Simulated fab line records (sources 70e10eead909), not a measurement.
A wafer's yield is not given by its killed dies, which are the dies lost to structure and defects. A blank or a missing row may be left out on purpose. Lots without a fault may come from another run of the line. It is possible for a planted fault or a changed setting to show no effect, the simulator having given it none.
A struck lot beside a sound one | flow nandHarc | 16 out of 1302 route steps
Sound: the wafers L144.1, L144.3, L144.4. Struck: wafers L135.5, L135.6. (L135.4 of the same lot was not struck and is left out.) The cause comes at the end.
Per side, at each step with rows, come the tool, then ch with its chambers, and then its first start. Under that, the readings that differ: sound wafers | struck wafers | difference of the means | sigmas: that difference in standard deviations of wafers without a fault.
alike: same words and numbers on both sides, and readings whose means sit less than 2 such deviations apart. not compared: any withheld reading, any reading some wafer has no value for, any bound like >300 that may hide the same value, and any number with overlapping values for which the record gives no deviation.
Wherever a step has rows on one side only, a row that says differs or no value, or a row with sigmas, the two part there. Numbers that have no deviation but don't overlap get no sigmas and don't part them. A reading missing from all wafers of one side parts the sides only when that side holds two or more wafers.

first, 1 step without rows for these wafers: NHARC_A_DECK1_JOINT_SRD_15.
NHARC_A_DECK1_JOINT_DEP_16: deposits SiO2, target thk 45 nm.
  sound on pecvd-03 ch 0,1, day 20 20:41; struck on pecvd-04 ch 1,2, day 17 01:29
  alike: heaterPowerW, mfcPrecursorSccm, throttleValvePct
NHARC_A_DECK1_JOINT_THK_MEAS_17: measures by ellipsometry.
  sound on filmMetro-02, day 20 20:58; struck on filmMetro-01, day 17 01:41
  alike: thkNm
NHARC_A_DECK1_JOINT_INSPECT_05:
  sound on defectInspect-02, day 20 20:59; struck on defectInspect-02, day 17 01:43
  alike: rawDefectCount
after that, 1 step with no rows for these wafers: NHARC_A_ONON_D2_DEP_00 (target thk 1000 nm).
NHARC_A_ONON_D2_THK_MEAS_02: measures by ellipsometry.
  sound on filmMetro-01, day 20 21:34; struck on filmMetro-01, day 17 02:17
reading    | sound       | struck    | difference | sigmas
thkNm (nm) | 996 996 995 | 1016 1014 | +19        | +2
after that, 1 step with no rows for these wafers: NHARC_A_ONON_D2_DEP_03 (target thk 1000 nm).
NHARC_A_ONON_D2_THK_MEAS_05: measures by ellipsometry.
  sound on filmMetro-01, day 20 22:08; struck on filmMetro-01, day 17 02:52
  alike: thkNm
after that, 1 step with no rows for these wafers: NHARC_A_ONON_D2_DEP_06 (target thk 1000 nm).
NHARC_A_ONON_D2_THK_MEAS_08: measures by ellipsometry.
  sound on filmMetro-01, day 20 22:42; struck on filmMetro-01, day 17 03:26
  alike: thkNm
after that, 1 step with no rows for these wafers: NHARC_A_ONON_D2_DEP_09 (target thk 1000 nm).
NHARC_A_ONON_D2_THK_MEAS_11: measures by ellipsometry.
  sound on filmMetro-01, day 20 23:16; struck on filmMetro-01, day 17 04:00
  alike: thkNm
NHARC_A_ONON_D2_DEP_12: target thk 1000 nm.
  sound on pecvdOnon-01 ch 0, day 20 23:19; struck on pecvdOnon-01 ch 0, day 17 04:13
  alike: n2FlowSccm
NHARC_A_ONON_D2_THK_MEAS_14: measures by ellipsometry.
  sound on filmMetro-01, day 20 23:50; struck on filmMetro-01, day 17 04:34
reading    | sound          | struck    | difference | sigmas
thkNm (nm) | 1010 1010 1011 | 1510 1511 | +500       | +58
then, 1 step without rows for these wafers: NHARC_A_ONON_D2_ANNEAL_15 (time 3600 s).
-- jump in the record: it breaks off in module A_ONON_D2 and resumes in module END (first step shown: number 1302 of the route), and 12 days separate the struck wafers' starts before and after --
NHARC_END_SORT_01:
  only the struck wafers appear in the record here, on prober-02 ch 0 at day 28 23:10; the sound ones have no rows

WHERE THEY PART
At NHARC_A_ONON_D2_THK_MEAS_02 first; at NHARC_END_SORT_01 last (within this record only).

WHY: what the simulator had put in
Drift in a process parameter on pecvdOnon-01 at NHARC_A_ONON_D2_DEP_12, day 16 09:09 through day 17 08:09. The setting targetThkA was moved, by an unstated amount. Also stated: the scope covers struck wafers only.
